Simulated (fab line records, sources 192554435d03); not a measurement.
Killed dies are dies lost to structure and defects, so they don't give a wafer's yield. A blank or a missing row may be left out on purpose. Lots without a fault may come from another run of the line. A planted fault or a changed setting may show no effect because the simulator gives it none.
Chamber matching | flow n5_finfet | N5_ILD0_CMP_12 on cmp-04: 4 sister chambers
The step polishes SiNx, stops on poly-Si, t overpolish 6 s, target thk 17.67 nm. 18 wafers are shown with their chamber, then 9 later ones without.

WAFERS WITH THEIR CHAMBER
wafer  | chamber | motor_current_A (A) | overpolish_run_s (s) | slurry_filter_dp_kPa (kPa)
L074.1 | 0       | 10.2                | 6.002                | 13.78
L074.3 | 1       | 8.9                 | 5.995                | 13.38
L074.5 | 1       | 9.1                 | 6.002                | 13.72
L079.2 | 2       | 9.5                 | 6.008                | 13.48
L079.3 | 1       | 9.1                 | 5.998                | 13.31
L079.5 | 0       | 10.5                | 6.007                | 13.50
L087.1 | 1       | 8.7                 | 5.986                | 13.68
L087.4 | 0       | 10.2                | 6.003                | 13.66
L087.5 | 2       | 9.9                 | 5.983                | 13.57
L088.3 | 3       | 8.8                 | 5.994                | 13.53
L088.5 | 1       | 9.4                 | 6.003                | 13.57
L088.6 | 2       | 9.1                 | 5.991                | 13.43
L089.2 | 3       | 8.4                 | 6.016                | 13.38
L089.3 | 0       | 10.1                | 6.003                | 13.53
L089.5 | 2       | 10.0                | 6.000                | 13.50
L091.1 | 0       | 10.2                | 5.993                | 13.54
L091.4 | 2       | 9.5                 | 5.991                | 13.43
L091.6 | 1       | 8.9                 | 5.997                | 13.18

SIGNATURES (means of the wafers above)
reading              | chamber 0 | chamber 1 | chamber 2 | chamber 3 | scatter within a chamber
motor_current_A      | 10.240    | 9.017     | 9.600     | 8.600     | 0.265
overpolish_run_s     | 6.00160   | 5.99683   | 5.99460   | 6.00500   | 0.00804
slurry_filter_dp_kPa | 13.6020   | 13.4733   | 13.4820   | 13.4550   | 0.15
Rule: a wafer's distance from a chamber is the root of the sum, over the readings, of the square of ((its reading less the chamber's mean) divided by the reading's scatter). The wafer belongs to the nearest chamber; if the next one is less than 2 further off, it can't be placed. The scatter: the root of (the sum of the squares of (reading less its chamber's mean) over the shown wafers, divided by (wafers less chambers)).

WAFERS WITHOUT THEIR CHAMBER
wafer  | motor_current_A (A) | overpolish_run_s (s) | slurry_filter_dp_kPa (kPa)
L092.2 | 10.7                | 6.006                | 13.71
L092.3 | 9.1                 | 6.010                | 13.40
L092.6 | 8.8                 | 5.999                | 13.50
L093.1 | 9.0                 | 5.976                | 13.35
L093.3 | 10.5                | 6.012                | 13.29
L093.5 | 9.5                 | 5.992                | 13.45
L095.2 | 9.5                 | 5.994                | 13.55
L095.4 | 8.5                 | 6.005                | 13.38
L095.5 | 8.5                 | 6.011                | 13.47

WHICH CHAMBER EACH WENT THROUGH
wafer  | from the rows above          | in truth
L092.2 | 0                            | 0
L092.3 | can't be placed: 1 or 3 or 2 | 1
L092.6 | can't be placed: 1 or 3      | 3
L093.1 | can't be placed: 1 or 2 or 3 | 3
L093.3 | can't be placed: 0 or 2      | 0
L093.5 | can't be placed: 2 or 1      | 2
L095.2 | can't be placed: 2 or 1      | 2
L095.4 | can't be placed: 3 or 1      | 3
L095.5 | can't be placed: 3 or 1      | 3
Placed correctly: 1 of 9. Can't be placed from these rows: 8 (the true chamber is among the candidates in 8). Placed wrongly: 0.
